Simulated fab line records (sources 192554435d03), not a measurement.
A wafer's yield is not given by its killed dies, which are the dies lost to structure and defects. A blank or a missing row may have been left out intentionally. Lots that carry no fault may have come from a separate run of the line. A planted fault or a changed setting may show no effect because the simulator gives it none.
Chamber matching || flow n5Finfet || 4 sister chambers for N5_MIM_TOP_ALD_00 on aldHk-01
The step deposits Al2O3, purge time 3 s, co reactant pulse time 3 s. 8 wafers are shown with their chamber, then 9 later ones without.

WAFERS PAIRED WITH THEIR CHAMBERS
{"wafer": "L085.2", "chamber": 2, "precursorPulseHeightRel": 0.990}
{"wafer": "L085.5", "chamber": 3, "precursorPulseHeightRel": 1.030}
{"wafer": "L086.2", "chamber": 0, "precursorPulseHeightRel": 0.976}
{"wafer": "L086.5", "chamber": 1, "precursorPulseHeightRel": 0.965}
{"wafer": "L086.6", "chamber": 2, "precursorPulseHeightRel": 0.965}
{"wafer": "L094.2", "chamber": 3, "precursorPulseHeightRel": 1.000}
{"wafer": "L094.3", "chamber": 1, "precursorPulseHeightRel": 0.994}
{"wafer": "L094.4", "chamber": 0, "precursorPulseHeightRel": 0.986}

WAFERS WHOSE CHAMBER IS MISSING
{"wafer": "L093.2", "precursorPulseHeightRel": 0.976}
{"wafer": "L093.3", "precursorPulseHeightRel": 0.992}
{"wafer": "L093.4", "precursorPulseHeightRel": 1.013}
{"wafer": "L095.1", "precursorPulseHeightRel": 0.973}
{"wafer": "L095.4", "precursorPulseHeightRel": 1.013}
{"wafer": "L095.5", "precursorPulseHeightRel": 0.984}
{"wafer": "L096.1", "precursorPulseHeightRel": 0.990}
{"wafer": "L096.2", "precursorPulseHeightRel": 1.025}
{"wafer": "L096.4", "precursorPulseHeightRel": 0.997}

WHICH CHAMBER EACH ONE RAN IN
{"wafer": "L093.2", "from the rows above": "can't be placed: 2 or 1 or 0", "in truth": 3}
{"wafer": "L093.3", "from the rows above": "can't be placed: 0 or 1 or 2 or 3", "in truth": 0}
{"wafer": "L093.4", "from the rows above": "can't be placed: 3 or 0 or 1 or 2", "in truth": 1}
{"wafer": "L095.1", "from the rows above": "can't be placed: 2 or 1 or 0", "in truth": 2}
{"wafer": "L095.4", "from the rows above": "can't be placed: 3 or 0 or 1 or 2", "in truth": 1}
{"wafer": "L095.5", "from the rows above": "can't be placed: 0 or 1 or 2 or 3", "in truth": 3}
{"wafer": "L096.1", "from the rows above": "can't be placed: 0 or 1 or 2 or 3", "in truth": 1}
{"wafer": "L096.2", "from the rows above": "can't be placed: 3 or 0", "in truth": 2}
{"wafer": "L096.4", "from the rows above": "can't be placed: 0 or 1 or 3 or 2", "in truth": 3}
Correct placement for 0 of the 9. Unplaceable from these rows: 9, with the true chamber sitting among the candidates in 7. Wrongly placed: 0.
How it was worked out, from the rows above alone: a wafer's distance from a chamber is the root of the sum, over the readings, of the square of ((its reading less the chamber's mean) divided by the reading's scatter). If the next closest chamber is less than 2 further off than the closest, the wafer can't be placed; otherwise it belongs to the closest. The mean given for a chamber averages the wafers shown for that chamber. The scatter is the square root of a quotient: the sum, over the shown wafers, of each reading's squared deviation from its chamber's mean, divided by wafers minus chambers.
